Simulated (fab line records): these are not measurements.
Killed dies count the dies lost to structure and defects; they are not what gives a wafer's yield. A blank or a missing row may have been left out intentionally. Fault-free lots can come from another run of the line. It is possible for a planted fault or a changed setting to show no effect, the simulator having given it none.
Tool commonality check + flow nand-harc + 11 lots and 36 wafers in the sample

## WHY THIS WAS OPENED
Flagged at NHARC_P_ZERO_WELL_CD_MEAS_52: reading cd-nm, on 1 of 11 lots. Wafers without a fault read 1998.3 nm, standard deviation 2.2.
Rule: flag the lot when none of its wafers has a number, or when each of its wafers that has one lies beyond 4 standard deviations from that mean. The other lots count as sound.

| lot  | measured    | on        | cd-nm (nm), wafer by wafer                | flag    |
|------|-------------|-----------|-------------------------------------------|---------|
| L538 | day 1 17:59 | cd-sem-03 | 1998.0 1994.1 1995.1                      |         |
| L541 | day 2 11:41 | cd-sem-03 | 1999.7 2000.6 2003.1                      |         |
| L544 | day 3 05:44 | cd-sem-01 | 1999.1 1997.0 1998.8                      |         |
| L546 | day 3 17:52 | cd-sem-02 | 1773.3 1772.6 1774.7 1773.4 1772.8 1774.8 | FLAGGED |
| L548 | day 4 05:44 | cd-sem-02 | 1998.3 1999.7 1995.6                      |         |
| L552 | day 5 05:36 | cd-sem-03 | 1996.5 2000.5 1997.8                      |         |
| L556 | day 6 06:11 | cd-sem-02 | 1997.1 1995.5 1996.0                      |         |
| L557 | day 6 11:47 | cd-sem-02 | 1999.1 1995.0 1998.6                      |         |
| L558 | day 6 17:37 | cd-sem-02 | 1998.0 1998.5 1995.2                      |         |
| L559 | day 6 23:53 | cd-sem-02 | 2000.0 1998.2 2000.0                      |         |
| L561 | day 7 11:52 | cd-sem-01 | 1999.1 2000.6 2000.1                      |         |
The numbers of the flagged lots are 1773.6 nm on average: -224.7 nm against the usual, or -99 or more standard deviations.

## WHICH TOOL RAN EACH LOT
Before the reading, the record contains 2 process steps out of a 1159-step route. Read each cell as the tool, then ch plus the chambers that the sampled wafers visited, then the start.
| lot  | flag    | NHARC_P_ZERO_WELL_ETCH_62                    | NHARC_P_ZERO_WELL_EXPOSE_49      |
|------|---------|----------------------------------------------|----------------------------------|
| L538 |         | rie-diel-09 ch 0,2,3, day 1 17:50 or earlier | krf-scanner-04 ch 0, day 1 17:50 |
| L541 |         | rie-diel-01 ch 0,2,3, day 2 11:32 or earlier | krf-scanner-02 ch 0, day 2 11:32 |
| L544 |         | rie-diel-03 ch 0,2, day 3 05:35 or earlier   | krf-scanner-04 ch 0, day 3 05:35 |
| L546 | FLAGGED | rie-diel-09 ch 2,3, day 3 17:42 or earlier   | krf-scanner-02 ch 0, day 3 17:42 |
| L548 |         | rie-diel-03 ch 0,1,3, day 4 05:35 or earlier | krf-scanner-04 ch 0, day 4 05:35 |
| L552 |         | rie-diel-01 ch 0,2,3, day 5 05:26 or earlier | krf-scanner-03 ch 0, day 5 05:26 |
| L556 |         | rie-diel-03 ch 1,2,3, day 6 06:02 or earlier | krf-scanner-02 ch 0, day 6 06:02 |
| L557 |         | rie-diel-01 ch 0,1,2, day 6 11:38 or earlier | krf-scanner-03 ch 0, day 6 11:38 |
| L558 |         | rie-diel-03 ch 2,3, day 6 17:27 or earlier   | krf-scanner-03 ch 0, day 6 17:27 |
| L559 |         | rie-diel-03 ch 2,3, day 6 23:43 or earlier   | krf-scanner-03 ch 0, day 6 23:43 |
| L561 |         | rie-diel-09 ch 0,1,3, day 7 11:42 or earlier | krf-scanner-02 ch 0, day 7 11:42 |
These steps, and what they do:
- NHARC_P_ZERO_WELL_ETCH_62: etches the open film in CHF3/Ar, target depth 13 nm, time 6.5 s.
- NHARC_P_ZERO_WELL_EXPOSE_49: exposes mask P HVPW, target cd 2000 nm.
- NHARC_P_ZERO_WELL_CD_MEAS_52: target cd 2000 nm.

## FLAGGED AGAINST TOTAL, ONE TOOL AT A TIME (gauges that did the reading follow at the end)
| step                         | tool           | lots run | flagged | share of the flagged lots | sound lots run after its first flagged lot |
|------------------------------|----------------|----------|---------|---------------------------|--------------------------------------------|
| NHARC_P_ZERO_WELL_ETCH_62    | rie-diel-01    | 3        | 0       | none                      | -                                          |
| NHARC_P_ZERO_WELL_ETCH_62    | rie-diel-03    | 5        | 0       | none                      | -                                          |
| NHARC_P_ZERO_WELL_ETCH_62    | rie-diel-09    | 3        | 1       | all                       | 1 (L561)                                   |
| NHARC_P_ZERO_WELL_EXPOSE_49  | krf-scanner-02 | 4        | 1       | all                       | 2 (L556,L561)                              |
| NHARC_P_ZERO_WELL_EXPOSE_49  | krf-scanner-03 | 4        | 0       | none                      | -                                          |
| NHARC_P_ZERO_WELL_EXPOSE_49  | krf-scanner-04 | 3        | 0       | none                      | -                                          |
| NHARC_P_ZERO_WELL_CD_MEAS_52 | cd-sem-01      | 2        | 0       | none                      | -                                          |
| NHARC_P_ZERO_WELL_CD_MEAS_52 | cd-sem-02      | 6        | 1       | all                       | 5 (L548,L556,L557,L558,L559)               |
| NHARC_P_ZERO_WELL_CD_MEAS_52 | cd-sem-03      | 3        | 0       | none                      | -                                          |
NHARC_P_ZERO_WELL_ETCH_62: start missing for some lots; hours and lot order therefore follow NHARC_P_ZERO_WELL_EXPOSE_49.

## WHAT THE TABLE PERMITS
Every flagged lot was run by 3 rows of the table: rie-diel-09 at NHARC_P_ZERO_WELL_ETCH_62, krf-scanner-02 at NHARC_P_ZERO_WELL_EXPOSE_49 and cd-sem-02 at NHARC_P_ZERO_WELL_CD_MEAS_52.
- rie-diel-09 at NHARC_P_ZERO_WELL_ETCH_62: 1 of its 3 lots flagged. Sound lots ran on it after the first flagged one (L561), which a lasting fault on the whole tool wouldn't allow.
- krf-scanner-02 at NHARC_P_ZERO_WELL_EXPOSE_49: 1 of its 4 lots flagged. Sound lots ran on it after the first flagged one (L556, L561), which a lasting fault on the whole tool wouldn't allow.
- cd-sem-02 at NHARC_P_ZERO_WELL_CD_MEAS_52: 1 of its 6 lots flagged. Sound lots ran on it after the first flagged one (L548, L556, L557, L558, L559), which a lasting fault on the whole tool wouldn't allow.
No row of the table ran every flagged lot and no sound lot after the first.

## WHAT WAS PUT IN BY THE SIMULATOR
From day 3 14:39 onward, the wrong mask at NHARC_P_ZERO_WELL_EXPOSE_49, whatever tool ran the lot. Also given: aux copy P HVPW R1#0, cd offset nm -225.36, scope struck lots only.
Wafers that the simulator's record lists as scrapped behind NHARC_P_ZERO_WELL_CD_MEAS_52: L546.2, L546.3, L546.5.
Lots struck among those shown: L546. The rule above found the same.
